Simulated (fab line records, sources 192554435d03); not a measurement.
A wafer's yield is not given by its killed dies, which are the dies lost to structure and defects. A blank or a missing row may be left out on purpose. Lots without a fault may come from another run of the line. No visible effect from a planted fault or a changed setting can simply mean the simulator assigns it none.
fab line records ; flow n5Finfet
record lots=3; wafers=8; lastDay=16
route steps=1938 shown BEOL_M4@1099 BEOL_M5@1112 BEOL_M15@1809 PASSIVATION@1936
lots that met no fault: from a run of the same line without faults
startH: hours from the record's opening day to when the first of the lot's shown wafers began ; waitH: hours elapsed since this lot's preceding step ; " repeats the value in the row above ; L1.1+2: one row covering several wafers at once ; - value missing, or start not given ; * or withheld: withheld ; < > ~ a bound
route shown NAME@n: a module of which the file shows steps, and the number in the route of the first ; usual: mean/standard deviation taken from wafers without a fault ; same: alike in all rows ; chamber/n: place in a boat ; sites: the reading at each site ; _std_site: the standard deviation of these ; _edge_site: inner sites' mean taken away from outer sites' mean ; radiusMm: how far each site lies from the wafer's centre ; mask NAME#n: copy n ; behind: the tool/chamber that last shaped the wafer ; hold: cause of the lot's hold/its duration in hours/its outcome ; device: names the non-switching transistor (n, p or np) ; end of line: at the end of the route, the tests of the same wafers ; a step with no rows: only its recipe ; killed: dies lost to structure and defects at the first sort, not the wafer's yield ; map: shows each die of a wafer: x if killed, . if not, _ if none is there
set.NAME: the setting the step ran with; set.NAME@STEP: the setting that earlier step ran with ; model.NAME: the simulator's own value behind a step, which no gauge read
lots at selected steps of the route; one table per step, one row per wafer
services: from which hour (startH, from the record's first day; less than 0 if before it) a tool's chamber was out of use, for how many hours, and why
## steps
# step N5_BEOL_M4_ANNEAL_95
# recipe tempC=400; timeS=240; ambient=vacuum
# step N5_BEOL_M4_SPUTTER_96
# recipe material=Cu; targetThkA=45; tempC=-20; chamberPressurePa=0.07; powerW=withheld; timeS=8.29
# step N5_BEOL_M4_ECD_50
# recipe material=Cu; targetThkA=3000
# step N5_BEOL_M4_ANNEAL_51
# recipe tempC=225; timeS=90; ambient=N2
# step N5_BEOL_M4_CMP_52
# recipe stopOn=SiOC; tOverpolishS=6.8; downForcePsi=1; platenRpm=50; clearingPlatenDownForcePsi=1.5; clearingPlatenRpm=50; postCmpClean=cuAlkaline; targetThkNm=40; clearingPlatenPadVelocityMS=0.99484; padVelocityMS=0.99484
# step N5_BEOL_M4_PRE_CLEAN_60
# recipe gas=NH3/H2; timeS=15; tempC=*; rfPowerW=300
# step N5_BEOL_M4_CO_CAP_55
# recipe material=Co; targetThkA=20; tempC=200; precursor=CCTBA/H2; pressureTorr=30; timeS=102.1
# step N5_BEOL_M4_PRE_CLEAN_56
# recipe gas=NH3; timeS=15; tempC=withheld; rfPowerW=300
# step N5_BEOL_M4_DEP_57
# recipe material=SiCN; targetThkA=80; tempC=withheld; precursor=3MS/NH3; pressureTorr=3; rfW=202; timeS=14
# step N5_BEOL_M4_RC_MEAS_101
# usual DIBL_N=37.1/1.9; DIBL_P=37.2/2.3; IOFF_N=0.18/0.04; IOFF_P=0.23/0.044; ION_N=682/11; ION_P=468/8.6; SS_N=71.9/0.68; SS_P=73.5/0.74; VT_N=248/3.4; VT_P=-248/3.4
lot.wafer;tool;chamber;startH;waitH;DIBL_N[mV/V];DIBL_P[mV/V];IOFF_N[nA/um];IOFF_P[nA/um];ION_N[uA/um];ION_P[uA/um];SS_N[mV/dec];SS_P[mV/dec];VT_N[mV];VT_P[mV]
L240.3;prober-01;0;212.99;0.3;35.9;36.9;0.17;0.24;690;474;71.9;73.0;249;-249
L240.4;prober-01;0;212.99;0.3;37.2;37.1;0.19;0.23;679;466;72.2;73.2;244;-249
L240.5;prober-01;0;212.99;0.3;37.3;37.5;0.20;0.25;693;482;71.7;73.8;244;-244
L246.3;prober-02;0;246.41;0.3;36.6;35.7;0.17;0.22;677;459;71.9;73.1;250;-251
L246.4;prober-02;0;246.41;0.3;37.6;37.6;0.19;0.23;674;467;73.0;73.1;249;-249
L250.3;prober-01;0;281.06;0.3;39.5;38.7;0.21;0.29;696;478;71.5;73.5;246;-246
L250.4;prober-01;0;281.06;0.3;38.5;36.9;0.18;0.25;687;475;71.7;73.5;248;-248
L250.5;prober-01;0;281.06;0.3;37.6;36.2;0.17;0.24;687;472;71.0;73.2;249;-248
# step N5_BEOL_M5_ILD_DEP_00
# recipe material=SiCOH_lowk; targetThkA=1406.4; tempC=300; precursor=DEMS/porogen; pressureTorr=5; rfW=500; timeS=25.9
# step N5_BEOL_M5_CURE_79
# recipe tempC=385; timeS=240; ambient=He/Ar; material=SiCOH_lowk
# step N5_BEOL_M5_PECVD_70
# recipe material=SiO2; targetThkA=160; tempC=400; precursor=TEOS/O2; pressureTorr=5.5; rfW=450; teosFlowSccm=53.8; gas=O2; flowSccm=3000; timeS=18
# step N5_BEOL_M5_HM_DEP_02
# recipe material=TiN; targetThkA=200; tempC=25; chamberPressurePa=0.49996
# step N5_BEOL_M5_COAT_59
# recipe resist=SOC; tempC=250; timeS=60; spinRpm=1500; resistThkNm=60
# step N5_BEOL_M5_COAT_60
# recipe resist=SiARC; tempC=220; timeS=60; spinRpm=1500; resistThkNm=12
# step N5_BEOL_M5_COAT_71
# recipe resist=underlayer; tempC=205; timeS=60; spinRpm=1500; resistThkNm=5
# step N5_BEOL_M5_COAT_05
# recipe resist=CAR-EUV; spinRpm=1500; resistThkNm=30
# step N5_BEOL_M5_EBR_07
# recipe solvent=PGMEA; ebrWidthMm=1.5
# step N5_BEOL_M5_SOFTBAKE_06
# recipe tempC=110; timeS=60; resist=CAR-EUV
# step N5_BEOL_M5_EXPOSE_08
# recipe maskId=M5; na=0.33; sourceShape=annular; sigmaInner=0.4; sigmaOuter=0.8; polarization=unpolarized; targetCdNm=28; doseMj=35.75
# step N5_BEOL_M5_PEB_09
# recipe pebTempC=100; pebTimeS=60; resist=CAR-EUV
# step N5_BEOL_M5_DEVELOP_10
# recipe developTimeS=30; developer=TMAH; resist=CAR-EUV; rinseLiquid=surfactantRinse; dry=airSpin; devTempC=23
# step N5_BEOL_M5_DESCUM_16
# recipe chemistry=O2; timeS=7; sourcePowerW=50; biasPowerW=20; pressureMtorr=20; rfFrequencyHz=2.712e+07; tempC=40; resist=CAR-EUV; o2FlowSccm=225
# step N5_BEOL_M5_ETCH_72
# recipe chemistry=N2/H2; target=underlayer; targetDepthA=65; maskMaterial=CAR-EUV; timeS=5.2; ionEnergyEv=200; pressureMtorr=30; sourceW=840; biasW=150; n2FlowSccm=200; h2FlowSccm=200; ends=cleared
# step N5_BEOL_M5_ETCH_61
# recipe chemistry=CF4; target=SiARC; targetDepthA=156; maskMaterial=CAR-EUV; timeS=26; ionEnergyEv=80; pressureMtorr=40; sourceW=545; biasW=36; Ar_flow_sccm=100; cf4FlowSccm=100; ends=cleared
# step N5_BEOL_M5_ETCH_62
# recipe chemistry=N2/H2; target=SOC; targetDepthA=750; overetchA=150; maskMaterial=SiARC; tempC=40; timeS=112.5; ionEnergyEv=200; pressureMtorr=30; sourceW=840; biasW=150; n2FlowSccm=200; h2FlowSccm=200
# step N5_BEOL_M5_STRIP_63
# recipe chemistry=N2/H2; tempC=40; n2FlowSccm=200; h2FlowSccm=200; rfFrequencyHz=6e+07
# step N5_BEOL_M5_STRIP_73
# recipe chemistry=N2/H2; tempC=40; n2FlowSccm=200; h2FlowSccm=200; rfFrequencyHz=6e+07
# step N5_BEOL_M5_STRIP_64
# recipe chemistry=CF4; resist=SiARC; powerW=300; biasPowerW=75; pressureMtorr=50; cf4FlowSccm=150; rfFrequencyHz=6e+07
# step N5_BEOL_M5_HM_OPEN_17
# recipe chemistry=Cl2/BCl3; targetDepthA=200; overetchA=60; target=TiN; maskMaterial=SOC; ionEnergyEv=150; pressureMtorr=10; icpW=1000; biasW=126; Cl2_flow_sccm=53.25; bcl3FlowSccm=21.75; Ar_flow_sccm=25
# step N5_BEOL_M5_STRIP_19
# recipe chemistry=O2; powerW=400; tempC=40; pressureMtorr=30; rfFrequencyHz=6e+07; biasPowerW=0; overashFraction=0.2; o2FlowSccm=225
# step N5_BEOL_M5_COAT_65
# recipe resist=SOC; tempC=250; timeS=60; spinRpm=1500; resistThkNm=60
# step N5_BEOL_M5_COAT_66
# recipe resist=SiARC; tempC=220; timeS=60; spinRpm=1500; resistThkNm=12
# step N5_BEOL_M15_TRENCH_ETCH_34
# recipe chemistry=C4F8/O2/Ar; target=SiO2; targetDepthA=8729.3; heInnerTorr=15; heOuterTorr=30; timeS=199; ionEnergyEv=800; pressureMtorr=20; sourceW=1905; biasW=2040; Ar_flow_sccm=400; C4F8_flow_sccm=16; O2_flow_sccm=12
# usual biasW=2041/5.9; drypumpMotorCurrentA=5.8/0.36; oesProductAu=0.78/0.061; rfVppV=2213/26; showerheadPlenumPTorr=3.44/0.13; throttleValvePct=30.8/0.3
lot.wafer;tool;chamber;startH;waitH;biasW;drypumpMotorCurrentA;oesProductAu;rfHoursCounterH;rfVppV;showerheadPlenumPTorr;throttleValvePct;model.etch.depthNm;model.coat_of_BEOL_M15_COAT_22.thkNm;model.BEOL_M15.cdNm
L240.3;rieDiel-04;3;290.26;0.0;2046;6.0;0.85;58;2182;3.47;31.0;875;539.2;402
L240.4;rieDiel-04;2;290.26;0.0;2046;5.4;0.79;127;2196;3.30;31.0;868.3;538.8;402.2
L240.5;rieDiel-04;0;290.26;0.0;2034;5.7;0.86;-;2230;3.33;30.4;861.1;541;397
L246.3;rieDiel-04;2;327.12;0.0;2040;5.4;0.56;137;2197;3.30;30.6;481.1;616.8;398
L246.4;rieDiel-04;0;327.12;0.0;2041;5.7;0.61;-;2229;3.33;30.1;489.3;616.8;393.2
L250.3;rieDiel-06;3;366.51;0.0;2045;5.6;0.71;221;2255;3.51;30.6;855.6;548.2;403.4
L250.4;rieDiel-06;2;366.51;0.0;2042;6.0;0.77;140;2240;3.57;30.8;856.3;547.6;401.8
L250.5;rieDiel-06;0;366.51;0.0;2044;5.7;0.67;-;2204;3.24;30.9;832.1;550;400
# step N5_BEOL_M15_ETCH_38
# recipe chemistry=CF4/N2; target=SiCN; targetDepthA=1064; taperDeg=2; timeS=120.5; ionEnergyEv=150; maskMaterial=SiO2; pressureMtorr=40; sourceW=430; biasW=70; Ar_flow_sccm=100; cf4FlowSccm=60; n2FlowSccm=60
# usual biasW=70.02/0.2; drypumpMotorCurrentA=5.8/0.38; oesProductAu=0.78/0.057; rfVppV=382.5/2.1; showerheadPlenumPTorr=2.21/0.084; throttleValvePct=15.42/0.25
lot.wafer;tool;chamber;startH;waitH;biasW;drypumpMotorCurrentA;oesProductAu;rfHoursCounterH;rfVppV;showerheadPlenumPTorr;throttleValvePct;model.BEOL_M15.cdNm
L240.3;rieDiel-04;1;-;-;70.10;5.5;0.68;243;380.1;2.18;15.63;402
L240.4;rieDiel-04;0;-;-;70.10;5.7;0.87;-;380.9;2.14;15.11;402.2
L240.5;rieDiel-04;3;-;-;70.26;6.0;0.87;-;384.3;2.23;15.47;397
L246.3;rieDiel-02;2;-;-;70.08;6.5;0.74;131;379.8;2.11;15.78;397.8
L246.4;rieDiel-02;0;-;-;70.30;5.1;0.72;204;384.7;2.29;15.80;393
L250.3;rieDiel-02;1;-;-;69.93;5.6;0.81;106;385.7;2.32;15.23;403.4
L250.4;rieDiel-02;2;-;-;70.14;6.5;0.74;143;379.8;2.11;15.82;401.8
L250.5;rieDiel-02;3;-;-;70.05;5.8;0.78;-;385.0;2.32;15.12;400
# step N5_BEOL_M15_CMP_49
# recipe stopOn=SiO2; tOverpolishS=4.9; downForcePsi=2; platenRpm=80; clearingPlatenDownForcePsi=2; clearingPlatenRpm=80; postCmpClean=cuAlkaline; targetThkNm=850; clearingPlatenPadVelocityMS=1.5917; padVelocityMS=1.5917
# usual headPressurePsi=2.000/0.0049; motorCurrentA=8.1/0.93; slurryFlowMlMin=150.0/0.46
lot.wafer;tool;chamber;startH;waitH;headPressurePsi;motorCurrentA;slurryFlowMlMin;model.Cu_of_BEOL_M15_ECD_47.thkNm
L240.3;cmp-02;1;295.35;0.2;1.994;9.1;149.6;852.4
L240.4;cmp-02;0;295.35;0.2;2.004;7.4;150.4;844.8
L240.5;cmp-02;1;295.35;0.2;1.995;9.2;150.5;838
L246.3;cmp-01;3;329.60;0.2;1.994;6.6;149.7;457.2
L246.4;cmp-01;0;329.60;0.2;1.997;7.6;150.5;465.6
L250.4;cmp-03;1;368.33;0.1;1.996;8.1;149.9;832.8
L250.3;cmp-03;3;368.33;0.1;1.998;8.8;150.2;830.6
L250.5;cmp-03;2;368.33;0.1;1.997;8.5;150.2;807
# step N5_BEOL_M15_THK_MEAS_50
# recipe thkMeasGauge=xrf; reads=Cu_of_BEOL_M15_ECD_47
# usual M15_THK=849/13
lot.wafer;tool;chamber;startH;waitH;M15_THK[nm]
L240.3;filmMetro-02;-;295.64;-;864
L240.4;filmMetro-02;-;295.64;-;856
L240.5;filmMetro-02;-;295.64;-;852
L246.3;filmMetro-01;-;329.87;-;459
L246.4;filmMetro-01;-;329.87;-;466
L250.3;filmMetro-01;-;368.63;-;838
L250.4;filmMetro-01;-;368.63;-;837
L250.5;filmMetro-01;-;368.63;-;811
# step N5_BEOL_M15_RS_MEAS_54
# recipe thkMeasGauge=four-point-probe; reads=Cu_of_BEOL_M15_ECD_47+Ta_of_BEOL_M15_SPUTTER_44+TaN_of_BEOL_M15_SPUTTER_43
# usual M15_RS=0.0217/0.0003
lot.wafer;tool;chamber;startH;waitH;M15_RS[ohm/sq]
L240.3;filmMetro-02;-;295.80;0.1;0.0214
L240.4;filmMetro-02;-;295.80;0.1;0.0216
L240.5;filmMetro-02;-;295.80;0.1;0.0218
L246.3;filmMetro-02;-;330.00;0.1;0.0406
L246.4;filmMetro-02;-;330.00;0.1;0.0399
L250.3;filmMetro-02;-;368.76;0.1;0.0220
L250.4;filmMetro-02;-;368.76;0.1;0.0220
L250.5;filmMetro-02;-;368.76;0.1;0.0227
# step N5_PASSIVATION_PROBE_49
# usual defectLimitedYield=91.5/1.4; killed_at_M0_to_M3=32/9.7; killed_at_M4_up=14/5.3; killedAtContacts=11/6; killedAtFrontEnd=39/14; killedAtOther=3.3/2.7; killedDies=100/17; killedOnRim=14/4; killedOpen=66/13; killedShort=32/7.4; sort_bin_5_function=4.9/0.9; sort_bin_6_memory=3.2/0.72; sort_bin_8_speed=0.00/0.0071; sortNPass=1080/17
# same grossDies=1180; killedAtBackSide=0; sort_bin_4_leakage[%]=0
lot.wafer;tool;chamber;startH;waitH;defectLimitedYield[%];killed_at_M0_to_M3;killed_at_M4_up;killedAtContacts;killedAtFrontEnd;killedAtOther;killedDies;killedOnRim;killedOpen;killedShort;sort_bin_5_function[%];sort_bin_6_memory[%];sort_bin_8_speed[%];sortNPass
L240.3;prober-02;-;311.43;0.1;91.1;26;17;11;50;1;105;16;64;35;5.1;3.2;0;1075
L240.4;prober-02;-;311.48;0.2;92.4;25;7;10;45;3;90;14;55;33;4.2;2.8;0;1090
L240.5;prober-02;-;311.53;0.2;91.1;21;11;12;61;0;105;17;73;31;4.9;3.7;0;1075
L246.3;prober-01;-;342.84;0.1;88.6;22;54;15;40;3;134;18;46;46;4.5;2.9;3.56;1046
L246.4;prober-01;-;342.89;0.2;88.3;20;60;22;31;5;138;17;64;27;4.7;2.5;3.98;1042
L250.3;prober-01;-;382.48;0.1;92.6;27;10;13;35;2;87;10;63;24;4.2;2.8;0;1093
L250.4;prober-01;-;382.53;0.2;91.3;29;6;9;52;7;103;11;72;31;4.4;4.2;0;1077
L250.5;prober-01;-;382.58;0.2;87.5;35;9;15;84;4;147;29;107;40;6.5;5.6;0;1033
# killed by level:class
L240.3 MOL_CONTACT_COAG:geometricParticle:open=8 STI_FIN_REVEAL:geometricParticle:open=7 FIN_SAQP:geometricParticle:short=6 FIN_SAQP:geometricParticle:open=6 DUMMY_GATE:geometricParticle:open=6 GATE_CUT:geometricParticle:short=6 BEOL_M0_SAQP:geometricParticle:short=6 BEOL_M4:geometricParticle:open=6
L240.4 FIN_SAQP:geometricParticle:short=16 STI_FIN_REVEAL:geometricParticle:open=10 MOL_CONTACT_COAG:geometricParticle:open=9 FIN_SAQP:geometricParticle:open=7 BEOL_M0_SAQP:geometricParticle:open=5 BEOL_M1:geometricParticle:open=5 BEOL_M0_SAQP:geometricParticle:short=4 BEOL_M2:geometricParticle:open=4
L240.5 FIN_SAQP:geometricParticle:open=19 FIN_SAQP:geometricParticle:short=13 STI_FIN_REVEAL:geometricParticle:open=13 MOL_CONTACT_COAG:geometricParticle:open=10 STARTING-WAFER:geometricParticle:open=4 DUMMY_GATE:geometricParticle:open=4 BEOL_M0_SAQP:geometricParticle:short=4 BEOL_M1:geometricParticle:open=4
L246.3 BEOL_M15:areaEcd=42 FIN_SAQP:geometricParticle:short=12 GATE_CUT:geometricParticle:short=11 MOL_CONTACT_COAG:geometricParticle:open=9 BEOL_M2:geometricParticle:open=6 MOL_CONTACT_COAG:geometricParticle:short=6 BEOL_M2:geometricParticle:short=4 BEOL_M3:geometricParticle:open=4
L246.4 BEOL_M15:areaEcd=47 MOL_CONTACT_COAG:geometricParticle:open=19 STI_FIN_REVEAL:geometricParticle:open=5 DUMMY_GATE:geometricParticle:open=4 BEOL_M2:geometricParticle:open=4 BEOL_M3:geometricParticle:open=4 BEOL_M4:geometricParticle:open=4 PAD_METAL:geometricParticle:open=4
L250.3 FIN_SAQP:geometricParticle:open=12 MOL_CONTACT_COAG:geometricParticle:open=12 STI_FIN_REVEAL:geometricParticle:open=7 BEOL_M0_SAQP:geometricParticle:open=6 BEOL_M0_SAQP:geometricParticle:short=6 BEOL_M2:geometricParticle:open=6 DUMMY_GATE:geometricParticle:open=5 FIN_SAQP:geometricParticle:short=4
L250.4 STI_FIN_REVEAL:geometricParticle:open=14 ILD0:geometricParticle:open=9 MOL_CONTACT_COAG:geometricParticle:open=8 BEOL_M0_SAQP:geometricParticle:open=8 BEOL_M3:geometricParticle:open=8 FIN_SAQP:geometricParticle:short=6 FIN_SAQP:geometricParticle:open=6 GATE_CUT:geometricParticle:short=4
L250.5 FIN_SAQP:geometricParticle:open=25 STI_FIN_REVEAL:geometricParticle:open=20 MOL_CONTACT_COAG:geometricParticle:open=13 BEOL_M2:geometricParticle:open=10 FIN_SAQP:geometricParticle:short=7 ILD0:geometricParticle:short=6 ILD0:geometricParticle:open=6 GATE_CUT:geometricParticle:short=6
# map L246.4 (x killed, . not)
_________________.....x......________________
______________..x....x.........._____________
___________............x...........__________
__________.........x................_________
________x........x.x..x.xx..x.......x._______
_______..x....x......x....x......x.x...______
______..x...x.x......x..x.....x...x....._____
_____.........x.x.x.x.x............x.....____
____....x....................x..........x.___
___.x......x........x........x.......x...x.__
___......x.....x...............x...........__
__...x...x.........x..........x.x....x.x...._
__..x........x...x.........x.....x.......x.x_
_...x.......x....x..................x........
_x...x...........x.....xx.............x......
_.............x............x..............x..
_......................xxx.x.................
_x..............................x......x.x...
_..x.....................x..x............x...
_.......x.....x...x..x......................x
_...x...............x........................
__......................x..........x..xx...x_
__.................x.x......x.......x...x.x._
___.xxx.x..x..x................x........x..__
___..............................x...x.....__
____....x...x................x.....x......___
_____...........x..........xx........x...____
______...x..........x......x....x......._____
_______x.....x..........x.........x....______
________.............................x_______
__________...x..........x.......x..._________
___________......x.........xx......__________
______________....x.....x......._____________
_________________x.......x...________________
# map L240.3 (x killed, . not)
_________________............________________
______________.................._____________
___________.......................x__________
__________x.......................x._________
________...........x........x.....x..x_______
_______.........x....x................x______
______........x.x......x.....x.........._____
_____.x...x..............x...............____
____.......x...x.x.x....................x.___
___...........x................x..........x__
___....................x...................__
__.....x.....x........x........xx...x......._
__....xx...............x...................._
_......................x..................x..
_........x...x......x.........x.....x........
_.......x.....................xxx............
_.......x.x.xx..............x....x......x....
_x..x........................xx......xx.....x
_..........................x.................
_....................x..................xx.xx
_..........x......x.x.......x................
__........x....xx...x................x.....x_
__....x.......x.....x..x.......x......x....._
___............xx..x..........x............__
___............................x..........x__
____.................x....x..........x.x..___
_____....................x...............____
______.................x................_____
_______.....x...x......................______
________....x.........x....xx........._______
__________.........................._________
___________..x.....................__________
______________......x.....x....x_____________
_________________..........x.________________
## services
tool;chamber;startH;hours;kind
cmp-03;-;269.63;1.2;repair
rieDiel-04;1;279.44;3.4;repair
cmp-01;-;286.22;19.7;repair
rieDiel-04;2;293.66;8.2;repair
rieDiel-06;1;311.17;5.3;repair
rieDiel-04;1;317.63;-;clean
rieDiel-04;1;317.63;-;consumableReplace:focusRing
rieDiel-04;1;317.63;25.8;scheduledDown
rieDiel-04;1;317.63;25.8;ventCycle
rieDiel-02;-;332.25;2.8;pm
cmp-03;-;345.21;3.9;pm
rieDiel-04;0;360.69;4.7;repair
rieDiel-04;2;360.94;2.5;repair
rieDiel-06;0;367.05;-;clean
rieDiel-06;0;367.05;-;consumableReplace:focusRing
rieDiel-06;0;367.05;-;consumableReplace:showerhead
rieDiel-06;0;367.05;23.0;scheduledDown
rieDiel-06;0;367.05;23.0;ventCycle
## key
firstSign step=N5_BEOL_M15_TRENCH_ETCH_34; reading=oesProductAu; direction=down; sigmas=3.3; usual=0.78; struck=0.59
effect step=N5_BEOL_M15_THK_MEAS_50; reading=M15_THK; direction=down; sigmas=31; usual=849; struck=462
effect step=N5_BEOL_M15_RS_MEAS_54; reading=M15_RS; direction=up; sigmas=62; usual=0.0217; struck=0.0402
effect step=N5_PASSIVATION_PROBE_49; reading=sort_bin_8_speed; direction=up; sigmas=44; usual=0.00; struck=3.77
modelEffect step=N5_BEOL_M15_TRENCH_ETCH_34; value=etch.depthNm; without=874.3; struck=485.2
modelEffect step=N5_BEOL_M15_ETCH_38; value=BEOL_M15.cdNm; without=398.5; struck=395.4
modelEffect step=N5_BEOL_M15_CMP_49; value=Cu_of_BEOL_M15_ECD_47.thkNm; without=850.5; struck=461.4
moreKillsBornAt N5_BEOL_M15_ECD_47@ecdCu-02=89
metAt N5_BEOL_M15_TRENCH_ETCH_34
struckWafers L246.3,L246.4
onsetBetween 290.26 327.12
fault kind=processParameterDrift; tool=rieDiel-04; chamber=-; onsetH=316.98; steps=N5_BEOL_M15_TRENCH_ETCH_34; channel=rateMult; offset=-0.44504; shape=step; endH=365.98; scope=struckWafersOnly
